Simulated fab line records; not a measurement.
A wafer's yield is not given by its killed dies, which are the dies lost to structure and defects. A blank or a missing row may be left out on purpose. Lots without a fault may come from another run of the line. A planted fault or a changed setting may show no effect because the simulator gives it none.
Matching of chambers | flow nand_harc | NHARC_P_GATE_STRIP_101 on rie_diel-11 has 4 sister chambers
The step strips in O2, time 20 s. 4 wafers are shown with their chamber, then 7 later ones without.

== WAFERS WITH THEIR CHAMBER ==
wafer  | chamber | showerhead_plenum_p_Torr (Torr)
L857.2 | 2       | 3.49
L857.3 | 1       | 3.46
L865.2 | 0       | 3.30
L865.3 | 3       | 3.37

== WAFERS WITHOUT THEIR CHAMBER ==
wafer  | showerhead_plenum_p_Torr (Torr)
L865.4 | 3.49
L872.1 | 3.29
L872.4 | 3.49
L872.6 | 3.29
L873.2 | 3.29
L873.3 | 3.45
L873.6 | 3.29

== CHAMBER TAKEN BY EACH ==
wafer  | from the rows above | in truth
L865.4 | 2                   | 2
L872.1 | 0                   | 0
L872.4 | 2                   | 2
L872.6 | 0                   | 0
L873.2 | 0                   | 0
L873.3 | 1                   | 1
L873.6 | 0                   | 0
Placed correctly: 7 of 7. From these rows, 0 cannot be placed. Placed wrongly: 0.
How it was worked out, from the rows above alone: a wafer's distance from a chamber is the root of the sum, over the readings, of the square of ((its reading less the chamber's mean) divided by the reading's scatter). If the next closest chamber is less than 2 further off than the closest, the wafer can't be placed; otherwise it belongs to the closest. The mean given for a chamber averages the wafers shown for that chamber. The scatter: root of mean squared gap, hidden wafer to nearest shown wafer, with one shown wafer a chamber.
